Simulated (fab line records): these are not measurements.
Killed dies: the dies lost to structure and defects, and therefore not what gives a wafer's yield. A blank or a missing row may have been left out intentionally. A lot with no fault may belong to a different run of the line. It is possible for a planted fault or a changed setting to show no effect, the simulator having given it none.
Chamber matching || flow n5_finfet || N5_SD_EPI_P_ETCH_16 on rie_diel-05: 4 sister chambers
The step etches SiO2 in CHF3/O2, target depth 5 nm. 4 wafers are shown with their chamber, then 9 later ones without.

== WAFERS PAIRED WITH THEIR CHAMBERS ==
{"wafer": "L083.2", "chamber": 1, "showerhead_plenum_p_Torr (Torr)": 2.44}
{"wafer": "L086.2", "chamber": 3, "showerhead_plenum_p_Torr (Torr)": 2.34}
{"wafer": "L092.4", "chamber": 2, "showerhead_plenum_p_Torr (Torr)": 2.30}
{"wafer": "L092.5", "chamber": 0, "showerhead_plenum_p_Torr (Torr)": 2.48}

== WAFERS WITHOUT THEIR CHAMBER ==
{"wafer": "L093.2", "showerhead_plenum_p_Torr (Torr)": 2.33}
{"wafer": "L093.4", "showerhead_plenum_p_Torr (Torr)": 2.30}
{"wafer": "L093.6", "showerhead_plenum_p_Torr (Torr)": 2.48}
{"wafer": "L095.1", "showerhead_plenum_p_Torr (Torr)": 2.33}
{"wafer": "L095.3", "showerhead_plenum_p_Torr (Torr)": 2.30}
{"wafer": "L095.6", "showerhead_plenum_p_Torr (Torr)": 2.29}
{"wafer": "L096.1", "showerhead_plenum_p_Torr (Torr)": 2.43}
{"wafer": "L096.3", "showerhead_plenum_p_Torr (Torr)": 2.33}
{"wafer": "L096.4", "showerhead_plenum_p_Torr (Torr)": 2.33}

== EACH ONE'S CHAMBER ==
{"wafer": "L093.2", "from the rows above": 3, "in truth": 3}
{"wafer": "L093.4", "from the rows above": 2, "in truth": 2}
{"wafer": "L093.6", "from the rows above": 0, "in truth": 0}
{"wafer": "L095.1", "from the rows above": 3, "in truth": 3}
{"wafer": "L095.3", "from the rows above": 2, "in truth": 2}
{"wafer": "L095.6", "from the rows above": 2, "in truth": 2}
{"wafer": "L096.1", "from the rows above": 1, "in truth": 1}
{"wafer": "L096.3", "from the rows above": 3, "in truth": 3}
{"wafer": "L096.4", "from the rows above": 3, "in truth": 3}
9 of 9 placed correctly. Number that these rows cannot place: 0. Wrongly placed: 0.
How it was worked out, from the rows above alone: a wafer's distance from a chamber is the root of the sum, over the readings, of the square of ((its reading less the chamber's mean) divided by the reading's scatter). The wafer belongs to the nearest chamber; if the next one is less than 2 further off, it can't be placed. A chamber's mean is the mean of its shown wafers. The scatter: root of mean squared gap, hidden wafer to nearest shown wafer, with one shown wafer a chamber.
